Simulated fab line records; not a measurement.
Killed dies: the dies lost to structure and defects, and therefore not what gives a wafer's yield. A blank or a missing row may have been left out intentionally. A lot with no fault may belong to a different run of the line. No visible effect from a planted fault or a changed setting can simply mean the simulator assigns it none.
fab line records -- flow nand-harc -- part 2 of 2: steps 5 to 6 of 6
record: lots: 21, wafers: 63, last-day: 24
route steps=1159 shown A_STAIRCASE@632
lots that met no fault: from a run of the same line without faults
start-h: hours from the record's opening day to when the first of the lot's shown wafers began -- wait-h: hours since the lot's step before -- " same as the row above -- L1.1+2: a row that stands for several wafers -- - no value, or no start given -- * or withheld: withheld -- < > ~ a bound
route shown NAME@n: NAME is a module with steps in the file, n the number in the route of the first one -- usual: mean/standard deviation taken from wafers without a fault -- same: alike in all rows -- chamber/n: place in a boat -- sites: readings site by site -- _std_site: the values' standard deviation -- _edge_site: the outer-site mean with the inner-site mean subtracted -- radius-mm: how far each site lies from the wafer's centre -- mask NAME#n: copy n -- behind: tool/chamber where the wafer was last shaped -- hold: what put the lot on hold/how long, in hours/how the hold closed -- device: transistor that didn't switch, given as n, p or np -- end of line: tests of these same wafers at the route's end -- a step with no rows: only its recipe -- killed: not the wafer's yield, but the dies lost to structure and defects at the first sort -- map: a wafer's dies, marking killed ones x, the rest . and places with no die _
set.NAME: the run value of the setting; set.NAME@STEP: its run value at that earlier step -- model.NAME: the simulator's own value behind a step, which no gauge read
a sample of lots followed through the steps of the route, with each step as a table and each wafer as a row
services: the hour from which a tool's chamber was out of use, counted from the record's first day as start-h (under 0 if before that day), plus the number of hours and why
== steps ==
step: NHARC_A_STAIRCASE_HM_OPEN_463
recipe: o2-flow-sccm: 400, cos-flow-sccm: 20, ar-flow-sccm: 0, rf-w: 500, bias-w: 300, chemistry: O2/COS
usual: drypump-motor-current-A: 5.8/0.48, mfc-ar-sccm: 0.004/0.0056, oes-product-au: 1.000/0.015, rf-vpp-V: 467/3.3, showerhead-plenum-p-Torr: 3.12/0.15, throttle-valve-pct: 28.331/0.0085
lot.wafer,tool,chamber,start-h,wait-h,drypump-motor-current-A,mfc-ar-sccm,oes-product-au,rf-hours-counter-h,rf-vpp-V,showerhead-plenum-p-Torr,throttle-valve-pct
L075.2,rie-diel-10,1,-,-,6.3,0.009,1.016,35,462,2.89,28.340
L075.4,rie-diel-10,1,-,-,6.3,0.009,1.008,-,463,2.89,28.316
L075.5,rie-diel-10,2,-,-,5.6,0.006,1.009,-,467,3.03,28.317
L074.2,rie-diel-13,1,-,-,5.6,0.005,1.000,65,466,3.04,28.333
L074.4,rie-diel-13,3,-,-,5.0,0,1.022,57,463,2.95,28.329
L074.5,rie-diel-13,2,-,-,5.5,0,1.021,-,471,3.27,28.329
L077.1,rie-diel-11,1,-,-,5.2,0,0.967,31,464,2.94,28.324
L077.4,rie-diel-11,3,-,-,5.9,0.002,0.994,30,466,3.09,28.337
L077.6,rie-diel-11,2,-,-,6.5,0,0.997,-,468,3.17,28.323
L076.1,rie-diel-11,3,-,-,5.9,0.002,1.001,31,467,3.09,28.333
L076.2,rie-diel-11,1,-,-,5.2,0,0.976,33,465,2.94,28.345
L076.5,rie-diel-11,2,-,-,6.5,0,0.984,-,468,3.16,28.328
L078.1,rie-diel-11,0,-,-,6.1,0,0.987,37,468,3.15,28.326
L078.3,rie-diel-11,1,-,-,5.2,0,0.959,38,464,2.94,28.331
L078.5,rie-diel-11,3,-,-,5.9,0.002,1.000,-,466,3.08,28.320
L079.4,rie-diel-10,3,-,-,6.0,0,0.993,50,467,3.20,28.348
L079.6,rie-diel-10,1,-,-,6.3,0.009,0.986,-,462,2.89,28.345
L079.5,rie-diel-10,2,-,-,5.6,0.006,1.006,-,464,3.03,28.327
L080.4,rie-diel-10,3,-,-,6.0,0,0.998,51,468,3.20,28.330
L080.3,rie-diel-10,0,-,-,6.3,0.018,1.003,17,471,3.30,28.330
L080.5,rie-diel-10,0,-,-,6.3,0.018,1.006,-,471,3.30,28.344
L082.2,rie-diel-11,0,-,-,6.1,0,0.992,45,468,3.15,28.314
L082.3,rie-diel-11,1,-,-,5.2,0,0.974,46,464,2.94,28.338
L082.5,rie-diel-11,1,-,-,5.2,0,0.969,-,464,2.93,28.323
L081.2,rie-diel-11,3,-,-,5.9,0.002,1.003,46,466,3.08,28.335
L081.3,rie-diel-11,0,-,-,6.1,0,0.990,47,468,3.15,28.333
L081.5,rie-diel-11,2,-,-,6.5,0,0.990,-,468,3.16,28.339
L085.2,rie-diel-13,2,-,-,5.4,0,0.999,11,470,3.26,28.335
L085.1,rie-diel-13,0,-,-,5.3,0,1.040,10,474,3.37,28.321
L085.6,rie-diel-13,3,-,-,5.0,0,1.017,-,462,2.94,28.314
L084.2,rie-diel-10,1,-,-,6.3,0.009,0.994,60,463,2.88,28.337
L084.1,rie-diel-10,2,-,-,5.6,0.006,1.010,59,464,3.02,28.325
L084.3,rie-diel-10,3,-,-,6.0,0,0.992,62,468,3.19,28.321
L088.1,rie-diel-11,2,-,-,6.5,0,1.001,31,466,3.15,28.319
L088.2,rie-diel-11,3,-,-,5.9,0.002,1.007,54,465,3.08,28.327
L088.4,rie-diel-11,0,-,-,6.1,0,0.996,56,466,3.15,28.322
L087.3,rie-diel-11,2,-,-,6.5,0,0.996,33,469,3.15,28.331
L087.4,rie-diel-11,0,-,-,6.1,0,1.004,58,469,3.14,28.330
L087.5,rie-diel-11,2,-,-,6.5,0,0.995,-,466,3.15,28.323
L090.3,rie-diel-10,0,-,-,6.3,0.018,0.988,34,470,3.29,28.317
L090.2,rie-diel-10,1,-,-,6.3,0.009,1.004,65,472,3.37,28.343
L090.4,rie-diel-10,0,-,-,6.3,0.018,0.986,-,470,3.29,28.322
L089.1,rie-diel-13,1,-,-,5.6,0.005,0.998,26,465,3.03,28.333
L089.2,rie-diel-13,2,-,-,5.4,0,0.990,25,471,3.25,28.336
L089.5,rie-diel-13,3,-,-,5.0,0,1.015,-,465,2.94,28.321
L092.1,rie-diel-10,1,-,-,6.3,0.009,1.003,2,471,3.37,28.317
L092.3,rie-diel-10,2,-,-,5.6,0.006,1.004,1,465,3.02,28.335
L092.5,rie-diel-10,1,-,-,6.3,0.009,1.002,-,474,3.37,28.342
L091.1,rie-diel-10,1,-,-,6.3,0.009,1.009,2,474,3.37,28.338
L091.2,rie-diel-10,2,-,-,5.5,0.006,1.015,2,465,3.02,28.339
L091.6,rie-diel-10,1,-,-,6.3,0.009,1.002,-,473,3.37,28.345
L093.3,rie-diel-13,3,-,-,5.0,0,1.016,32,466,2.93,28.317
L093.6,rie-diel-13,0,-,-,5.3,0,1.021,-,472,3.35,28.324
L093.5,rie-diel-13,1,-,-,5.6,0.005,0.989,-,465,3.02,28.335
L094.4,rie-diel-10,3,-,-,6.0,0,1.022,6,468,3.18,28.341
L094.2,rie-diel-10,0,-,-,6.3,0.018,1.012,11,471,3.28,28.326
L094.3,rie-diel-10,1,-,-,6.3,0.009,0.995,11,472,3.37,28.330
L095.4,rie-diel-11,2,-,-,6.5,0,0.999,10,468,3.14,28.323
L095.2,rie-diel-11,3,-,-,5.9,0.002,0.987,10,466,3.06,28.341
L095.5,rie-diel-11,0,-,-,6.0,0,0.992,-,467,3.14,28.342
L096.4,rie-diel-13,0,-,-,5.2,0,1.021,43,470,3.35,28.336
L096.3,rie-diel-13,1,-,-,5.6,0.005,0.994,47,465,3.02,28.338
L096.1,rie-diel-13,2,-,-,5.5,0,0.989,47,470,3.24,28.326
step: NHARC_A_STAIRCASE_STRIP_476
recipe: time-s: 20, o2-flow-sccm: 500, ar-flow-sccm: 0, bias-w: 0, chemistry: O2
usual: drypump-motor-current-A: 5.8/0.49, mfc-ar-sccm: 0.003/0.0052, oes-product-au: 0.999/0.014, rf-vpp-V: 57.7/0.95, showerhead-plenum-p-Torr: 3.52/0.16, throttle-valve-pct: 17.036/0.0086
lot.wafer,tool,chamber,start-h,wait-h,drypump-motor-current-A,mfc-ar-sccm,oes-product-au,rf-hours-counter-h,rf-vpp-V,showerhead-plenum-p-Torr,throttle-valve-pct
L075.2,rie-diel-11,3,259.73,0.1,5.9,0.002,0.999,27,58.6,3.49,17.040
L075.4,rie-diel-11,0,259.73,0.1,6.1,0,0.999,28,57.5,3.57,17.030
L075.5,rie-diel-11,3,259.73,0.1,5.9,0.002,0.996,-,56.3,3.49,17.026
L074.4,rie-diel-11,2,262.66,0.1,6.5,0,0.993,4,56.3,3.58,17.027
L074.2,rie-diel-11,3,262.66,0.1,5.9,0.002,1.006,28,58.2,3.49,17.050
L074.5,rie-diel-11,1,262.66,0.1,5.2,0,0.974,-,56.8,3.33,17.032
L077.1,rie-diel-10,1,277.13,0.1,6.3,0.009,0.998,42,56.7,3.27,17.039
L077.4,rie-diel-10,2,277.13,0.1,5.6,0.006,1.008,40,57.9,3.42,17.038
L077.6,rie-diel-10,1,277.13,0.1,6.3,0.009,1.002,-,58.1,3.27,17.029
L076.1,rie-diel-10,0,281.58,0.1,6.3,0.018,0.995,11,58.3,3.73,17.023
L076.2,rie-diel-10,3,281.58,0.1,6.0,0,0.996,45,57.4,3.62,17.029
L076.5,rie-diel-10,1,281.58,0.1,6.3,0.009,1.004,-,59.0,3.27,17.024
L078.1,rie-diel-10,2,288.65,0.1,5.6,0.006,1.006,45,55.9,3.42,17.037
L078.3,rie-diel-10,3,288.65,0.1,6.0,0,0.994,48,58.0,3.61,17.035
L078.5,rie-diel-10,0,288.65,0.1,6.3,0.018,0.992,-,58.7,3.72,17.040
L079.4,rie-diel-11,0,295.86,0.1,6.1,0,0.992,43,58.3,3.56,17.039
L079.5,rie-diel-11,1,295.86,0.1,5.2,0,0.974,-,56.5,3.32,17.038
L079.6,rie-diel-11,2,295.86,0.1,6.5,0,0.985,-,56.8,3.57,17.049
L080.3,rie-diel-11,2,299.21,0.7,6.5,0,0.990,19,58.3,3.57,17.033
L080.4,rie-diel-11,3,299.21,0.7,5.9,0.002,0.997,42,56.5,3.48,17.045
L080.5,rie-diel-11,1,299.21,0.7,5.2,0,0.973,-,57.5,3.32,17.047
L082.2,rie-diel-13,3,310.45,0.1,4.9,0,1.030,8,57.2,3.33,17.029
L082.3,rie-diel-13,1,310.45,0.1,5.6,0.005,0.998,7,56.2,3.43,17.025
L082.5,rie-diel-13,3,310.45,0.1,4.9,0,1.027,-,57.2,3.33,17.028
L081.2,rie-diel-11,0,319.34,0.1,6.0,0,0.999,49,57.1,3.56,17.028
L081.3,rie-diel-11,1,319.34,0.1,5.2,0,0.985,50,56.9,3.32,17.037
L081.5,rie-diel-11,1,319.34,0.1,5.2,0,0.979,-,57.3,3.32,17.025
L085.1,rie-diel-11,1,320.67,0.1,5.2,0,0.975,50,56.8,3.32,17.032
L085.2,rie-diel-11,2,320.67,0.1,6.5,0,0.988,24,57.0,3.57,17.051
L085.6,rie-diel-11,0,320.67,0.1,6.1,0,0.996,-,56.9,3.56,17.040
L084.2,rie-diel-10,3,325.37,0.1,6.0,0,0.997,63,57.4,3.61,17.030
L084.1,rie-diel-10,1,325.37,0.1,6.3,0.009,1.000,61,57.6,3.26,17.055
L084.3,rie-diel-10,2,325.37,0.1,5.6,0.006,1.002,60,58.2,3.41,17.044
L088.1,rie-diel-10,3,339.94,0.2,6.0,0,1.003,67,57.9,3.60,17.034
L088.2,rie-diel-10,0,339.94,0.2,6.3,0.018,0.997,31,59.1,3.72,17.036
L088.4,rie-diel-10,3,339.94,0.2,6.0,0,1.003,-,57.2,3.60,17.016
L087.4,rie-diel-13,0,344.64,0.1,5.2,0,1.015,23,57.3,3.79,17.043
L087.3,rie-diel-13,3,344.64,0.1,4.9,0,1.023,22,57.9,3.32,17.034
L087.5,rie-diel-13,0,344.64,0.1,5.2,0,1.023,-,57.9,3.79,17.029
L090.4,rie-diel-13,3,353.19,0.1,5.0,0,1.018,26,57.5,3.32,17.039
L090.2,rie-diel-13,1,353.19,0.1,5.6,0.005,0.999,27,58.2,3.42,17.028
L090.3,rie-diel-13,2,353.19,0.1,5.4,0,0.988,26,58.2,3.67,17.034
L089.1,rie-diel-13,3,354.44,0.1,5.0,0,1.008,26,56.3,3.32,17.038
L089.2,rie-diel-13,1,354.44,0.1,5.6,0.005,0.990,27,56.8,3.42,17.033
L089.5,rie-diel-13,2,354.44,0.1,5.4,0,0.995,-,59.0,3.67,17.034
L092.1,rie-diel-13,0,373.93,0.1,5.3,0,1.025,33,58.9,3.79,17.029
L092.3,rie-diel-13,2,373.93,0.1,5.4,0,0.996,34,58.5,3.67,17.029
L092.5,rie-diel-13,1,373.93,0.1,5.5,0.005,0.996,-,57.7,3.42,17.040
L091.2,rie-diel-10,0,375.82,0.2,6.3,0.018,1.002,5,58.0,3.71,17.041
L091.1,rie-diel-10,1,375.82,0.2,6.3,0.009,1.008,5,59.7,3.80,17.033
L091.6,rie-diel-10,1,375.82,0.2,6.3,0.009,1.014,-,57.7,3.80,17.024
L093.3,rie-diel-13,0,380.02,0.2,5.2,0,1.008,36,59.0,3.79,17.030
L093.6,rie-diel-13,1,380.02,0.2,5.6,0.005,1.003,-,57.8,3.42,17.036
L093.5,rie-diel-13,2,380.02,0.2,5.5,0,0.993,-,57.8,3.66,17.050
L094.4,rie-diel-11,2,395.88,0.1,6.5,0,0.997,9,58.9,3.55,17.036
L094.3,rie-diel-11,3,395.88,0.1,5.9,0.002,0.995,9,58.5,3.46,17.038
L094.2,rie-diel-11,0,395.88,0.1,6.1,0,0.994,7,58.3,3.54,17.032
L095.4,rie-diel-11,2,403.34,0.1,6.5,0,0.999,11,58.4,3.55,17.056
L095.2,rie-diel-11,3,403.34,0.1,5.9,0.002,0.983,11,57.9,3.46,17.040
L095.5,rie-diel-11,1,403.34,0.1,5.2,0,1.004,-,57.3,3.31,17.042
L096.1,rie-diel-11,3,404.84,0.1,5.9,0.002,0.988,12,58.2,3.46,17.013
L096.3,rie-diel-11,0,404.84,0.1,6.1,0,0.984,10,58.9,3.54,17.046
L096.4,rie-diel-11,1,404.84,0.1,5.2,0,1.008,10,57.7,3.31,17.037
== services ==
tool,chamber,start-h,hours,kind
rie-diel-11,0,223.21,-,clean
rie-diel-11,1,223.21,-,clean
rie-diel-11,2,223.21,-,clean
rie-diel-11,3,223.21,-,clean
rie-diel-11,-,237.80,0.4,repair
rie-diel-11,0,247.79,-,clean
rie-diel-11,1,247.79,-,clean
rie-diel-11,2,247.79,-,clean
rie-diel-11,3,247.79,-,clean
rie-diel-11,0,272.29,-,clean
rie-diel-11,1,272.29,-,clean
rie-diel-11,2,272.29,-,clean
rie-diel-11,3,272.29,-,clean
plasma-asher-01,-,276.27,9.0,pm
rie-diel-11,0,296.81,-,clean
rie-diel-11,1,296.81,-,clean
rie-diel-11,2,296.81,-,clean
rie-diel-11,3,296.81,-,clean
plasma-asher-02,-,342.55,0.5,repair
rie-diel-10,2,344.04,9.2,repair
rie-diel-10,-,353.50,9.0,pm
plasma-asher-02,-,360.00,9.0,pm
rie-diel-11,-,366.65,9.0,pm
rie-diel-10,3,373.61,6.9,repair
